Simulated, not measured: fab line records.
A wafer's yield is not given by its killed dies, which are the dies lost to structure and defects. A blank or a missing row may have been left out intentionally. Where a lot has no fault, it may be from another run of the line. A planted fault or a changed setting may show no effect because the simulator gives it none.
One fault seen from 2 desks / flow nand-harc / numbers are kept per desk, each desk with only its own; the story behind them comes last

FROM THE METROLOGY DESK
Lot by lot, what the gauges showed, no matter which tool ran the lot: averages of those sampled wafers that carry a number. If a lot's mean is further than 4 standard deviations from the usual mean, the lot is out of limits and carries the mark OUT (the distance appears in the brackets).
Columns: A = cd-nm at NHARC_P_BONDPAD_CD_MEAS_13, usual 499.8 nm
lot=L639; first seen here=day 7 13:26; A=499.0
lot=L641; first seen here=day 7 21:30; A=501.0
lot=L644; first seen here=day 9 01:41; A=500.1
lot=L645; first seen here=day 9 18:52; A=503.1
lot=L648; first seen here=day 10 22:32; A=499.7
lot=L652; first seen here=day 12 18:52; A=501.4
lot=L656; first seen here=day 14 01:54; A=500.3
lot=L658; first seen here=day 15 03:30; A=501.2
lot=L660; first seen here=day 15 17:23; A=500.8
lot=L659; first seen here=day 15 18:12; A=499.0
lot=L661; first seen here=day 16 04:02; A=499.9
This desk's verdict: no lot among the 11 shows anything out of limits.

AT THE TOOL OWNER'S DESK: rie-diel-10
The tool's own readings at NHARC_P_BONDPAD_ETCH_24 (etches the open film in CF4/N2, target depth 30 nm, time 72.99 s): means of the sampled wafers that have a number, for each lot that ran on this tool. If a lot's mean is further than 4 standard deviations from the usual mean, the lot is out of limits and carries the mark OUT (the distance appears in the brackets).
Columns: A = cf4-flow-sccm at NHARC_P_BONDPAD_ETCH_24, usual 50.00 sccm; B = drypump-motor-current-A at NHARC_P_BONDPAD_ETCH_24, usual 5.7 A; C = oes-product-au at NHARC_P_BONDPAD_ETCH_24, usual 1.000 a.u.; D = rf-vpp-V at NHARC_P_BONDPAD_ETCH_24, usual 314.0 V; E = run-length-s at NHARC_P_BONDPAD_ETCH_24, usual 94.2 s; F = showerhead-plenum-p-Torr at NHARC_P_BONDPAD_ETCH_24, usual 2.61 Torr; G = throttle-valve-pct at NHARC_P_BONDPAD_ETCH_24, usual 19.794 %
lot=L645; first seen here=day 9 19:07; A=50.03; B=5.7; C=1.006; D=315.1; E=94.3; F=2.64; G=19.797
lot=L648; first seen here=day 10 22:49; A=49.88; B=6.4; C=0.998; D=313.2; E=93.5; F=2.57; G=19.792
lot=L652; first seen here=day 12 19:06; A=50.00; B=5.5; C=0.998; D=317.5; E=102.4 (+22) OUT; F=2.76; G=19.809
lot=L656; first seen here=day 14 02:08; A=49.97; B=6.4; C=1.006; D=314.0; E=102.0 (+20) OUT; F=2.56; G=19.790
Finding of this desk: L652, L656 out of limits; the first was L652 at day 12 19:06, on run-length-s at NHARC_P_BONDPAD_ETCH_24. L645, L648 stayed within limits.

ALL TOGETHER
The tool owner's desk could have raised an alarm at day 12 19:06, on L652, L656.
Metrology desk: nothing out of limits seen.
The metrology desk holds a record of L652, L656, inside its limits.
On rie-diel-10, each named lot ran NHARC_P_BONDPAD_ETCH_24.

WHAT WAS PUT IN BY THE SIMULATOR
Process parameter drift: rie-diel-10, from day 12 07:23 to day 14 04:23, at NHARC_P_BONDPAD_ETCH_24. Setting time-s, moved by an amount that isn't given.
Lots struck among those shown: L652, L656.
How many hours passed from the start of the fault until each desk's first out-of-limits reading: the tool owner's desk, 12.
